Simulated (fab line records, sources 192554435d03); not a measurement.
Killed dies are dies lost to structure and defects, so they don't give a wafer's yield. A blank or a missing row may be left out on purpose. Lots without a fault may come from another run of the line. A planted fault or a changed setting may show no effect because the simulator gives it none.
Split-lot experiment | flow n5_finfet | 7 lots, 39 wafers read, on a route of 1938 steps

THE SPLIT
At N5_DUMMY_GATE_ETCH_42 (etches SiO2 in CHF3/O2, target depth 3.5 nm, time 31 s), the setting bias_w was moved away from the recipe's 12 W on 15 of the 39 wafers read, by -15.9% to -7.8%. The other wafers ran this setting at the recipe's value.

The reading is taken at the split's own step.

THE READING
rf_vpp_V, in V, at N5_DUMMY_GATE_ETCH_42 (etches SiO2 in CHF3/O2, target depth 3.5 nm, time 31 s). Fault-free wafers of this fab line usually give 42.6 V, standard deviation 1.1 V.

wafer  | tool, chamber at the split | bias_w as run, W | against the recipe | rf_vpp_V, V | against lot-mates on the recipe
L076.1 | rie_diel-02, 0             | 10.53            | -12.3%             | 38.2        | -4.6
L076.2 | rie_diel-02, 1             | 12               | recipe             | 42.8        | -
L076.3 | rie_diel-02, 2             | 10.53            | -12.3%             | 39.3        | -3.5
L076.4 | rie_diel-02, 2             | 12               | recipe             | 43.5        | -
L076.5 | rie_diel-02, 1             | 12               | recipe             | 42.0        | -
L076.6 | rie_diel-02, 0             | 10.53            | -12.3%             | 39.2        | -3.6
L078.1 | rie_diel-02, 2             | 12               | recipe             | 43.3        | -
L078.2 | rie_diel-02, 0             | 10.83            | -9.8%              | 39.9        | -3.0
L078.3 | rie_diel-02, 1             | 12               | recipe             | 42.5        | -
L078.4 | rie_diel-02, 1             | 12               | recipe             | 43.0        | -
L078.5 | rie_diel-02, 0             | 10.83            | -9.8%              | 40.0        | -2.9
L078.6 | rie_diel-02, 2             | 10.83            | -9.8%              | 39.3        | -3.6
L079.3 | rie_diel-03, 3             | 12               | recipe             | 40.6        | -
L079.4 | rie_diel-03, 0             | 12               | recipe             | 40.4        | -
L079.5 | rie_diel-03, 1             | 12               | recipe             | 40.3        | -
L082.1 | rie_diel-04, 3             | 10.83            | -9.8%              | 39.5        | -4.1
L082.2 | rie_diel-04, 1             | 12               | recipe             | 42.4        | -
L082.3 | rie_diel-04, 2             | 12               | recipe             | 42.9        | -
L082.4 | rie_diel-04, 0             | 10.83            | -9.8%              | 39.9        | -3.7
L082.5 | rie_diel-04, 3             | 10.83            | -9.8%              | 39.6        | -4.0
L082.6 | rie_diel-04, 2             | 12               | recipe             | 45.6        | -
L083.1 | rie_diel-03, 1             | 12               | recipe             | 42.5        | -
L083.2 | rie_diel-03, 3             | 12               | recipe             | 42.3        | -
L083.3 | rie_diel-03, 2             | 12               | recipe             | 41.7        | -
L083.4 | rie_diel-03, 0             | 12               | recipe             | 42.4        | -
L083.5 | rie_diel-03, 0             | 12               | recipe             | 42.4        | -
L083.6 | rie_diel-03, 1             | 12               | recipe             | 40.0        | -
L084.1 | rie_diel-03, 0             | 12               | recipe             | 40.7        | -
L084.2 | rie_diel-03, 2             | 11.07            | -7.8%              | 37.9        | -3.2
L084.3 | rie_diel-03, 3             | 12               | recipe             | 41.4        | -
L084.4 | rie_diel-03, 1             | 11.07            | -7.8%              | 39.6        | -1.5
L084.5 | rie_diel-03, 2             | 12               | recipe             | 41.2        | -
L084.6 | rie_diel-03, 3             | 11.07            | -7.8%              | 39.6        | -1.5
L090.1 | rie_diel-02, 2             | 10.09            | -15.9%             | 38.0        | -5.1
L090.2 | rie_diel-02, 0             | 10.09            | -15.9%             | 38.4        | -4.7
L090.3 | rie_diel-02, 3             | 12               | recipe             | 42.6        | -
L090.4 | rie_diel-02, 1             | 12               | recipe             | 43.2        | -
L090.5 | rie_diel-02, 1             | 10.09            | -15.9%             | 38.9        | -4.2
L090.6 | rie_diel-02, 2             | 12               | recipe             | 43.4        | -

THE FIT
A straight line over all 39 wafers: rf_vpp_V changes by +0.262 V for each +1% of bias_w; r = +0.81; the points scatter about the line by 1.1 V.
The same after taking each lot's own level away (the mean of its wafers on the recipe; 39 wafers): +0.315 V for each +1%; r = +0.93; scatter 0.72 V.
On that fit, the largest move of bias_w shifts the reading by 5 V.
The lots' own levels span 40.43 to 43.63 V, that is 2.9 times the standard deviation above.
So the lot-to-lot level changes the slope: the two fits differ.
Check: with one of the wafers moved furthest among these (-15.9%) left out of the fit, the line predicts -5.03 V for it against its lot-mates. It came out at -5.07 V against them.
Tool readings at the split's step, against how far the setting was moved: rf_vpp_V r = +0.81.

OTHER SPLITS ON THESE WAFERS
These wafers also went through other splits before the reading. Each is held against what the fit with the lots' levels taken away leaves over:
other split on the same wafers       | wafers away from the commonest value | r with rf_vpp_V (lot level and that fit taken away)
N5_FIN_CUT_CUT_ETCH_26 time_s        | 15                                   | -0.15
N5_DUMMY_GATE_HM_DEP_06 target_thk_a | 24                                   | +0.25
N5_DUMMY_GATE_ETCH_32 time_s         | 15                                   | +0.10

THE FILE'S OWN FIT
rf_vpp_V changes by +0.316 V for each +1% of bias_w, r = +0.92.
